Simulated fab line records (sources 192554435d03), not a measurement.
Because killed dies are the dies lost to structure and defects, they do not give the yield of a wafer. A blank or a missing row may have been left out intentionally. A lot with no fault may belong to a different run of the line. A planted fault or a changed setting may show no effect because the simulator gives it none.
The tool behind it: which one? :: flow n5Finfet :: 20 lots, 60 wafers sampled, at 1 step of a route of 1938

WHAT EACH GAUGE READ, for each wafer
N5_HKMG_FIN_INSPECT_28: inspects for defects (darkfield). Usual: 43 for rawDefectCount, sd 17.
lot: L074
measured: day 4 08:14
on: defectInspect-01
rawDefectCount: 35 49 48
flag: 

lot: L075
measured: day 4 14:07
on: defectInspect-02
rawDefectCount: 45 63 48
flag: 

lot: L076
measured: day 4 18:13
on: defectInspect-02
rawDefectCount: 27 38 29
flag: 

lot: L077
measured: day 5 01:29
on: defectInspect-02
rawDefectCount: 38 35 50
flag: 

lot: L078
measured: day 5 07:02
on: defectInspect-02
rawDefectCount: 31 45 63
flag: 

lot: L079
measured: day 5 15:49
on: defectInspect-02
rawDefectCount: 42 37 45
flag: 

lot: L080
measured: day 6 00:22
on: defectInspect-01
rawDefectCount: 50 30 23
flag: 

lot: L081
measured: day 6 04:49
on: defectInspect-01
rawDefectCount: 33 91 36
flag: 

lot: L083
measured: day 6 13:47
on: defectInspect-01
rawDefectCount: 51 30 30
flag: 

lot: L085
measured: day 7 01:08
on: defectInspect-02
rawDefectCount: 19 34 32
flag: 

lot: L087
measured: day 7 14:29
on: defectInspect-01
rawDefectCount: 56 30 49
flag: 

lot: L088
measured: day 7 20:25
on: defectInspect-01
rawDefectCount: 33 42 29
flag: 

lot: L089
measured: day 8 02:40
on: defectInspect-02
rawDefectCount: 33 31 43
flag: 

lot: L091
measured: day 8 12:35
on: defectInspect-02
rawDefectCount: 28 41 43
flag: 

lot: L092
measured: day 8 16:43
on: defectInspect-02
rawDefectCount: 69 47 78
flag: 

lot: L093
measured: day 9 01:10
on: defectInspect-01
rawDefectCount: 40 42 67
flag: 

lot: L094
measured: day 9 14:26
on: defectInspect-02
rawDefectCount: 38 46 37
flag: 

lot: L095
measured: day 9 14:52
on: defectInspect-01
rawDefectCount: 32 64 56
flag: 

lot: L096
measured: day 9 21:38
on: defectInspect-02
rawDefectCount: 49 63 29
flag: 

lot: L097
measured: day 10 04:33
on: defectInspect-01
rawDefectCount: 51 36 51
flag: 

EACH LOT AND THE TOOL THAT RAN IT (in order: tool; ch and the chambers of the sampled wafers; start)
Record: no process step prior to these readings.

WHAT THE TOOLS THEMSELVES READ (means of the sampled wafers that have a number; where no wafer has one, the mark that the record gives instead)
The record holds no such reading with a usual standard deviation.

THE ANSWER, worked out from the rows above alone
Rule: take the mean of a lot's wafers that have a number; if it is more than 3 standard deviations from the usual mean, the lot is off. A lot without any number at a reading at which 4 lots or more have one is off too. Any other lot the step has rows for is counted as sound. First the gauges in route order, then the tools' own readings, where a lot's mean is used as printed above. The first step at which some lot is off is used, and at that step the reading that is off furthest; a lot without a number counts as furthest.
None of the lots is off at any reading shown; this tells nothing.

WHAT THE SIMULATOR PUT IN
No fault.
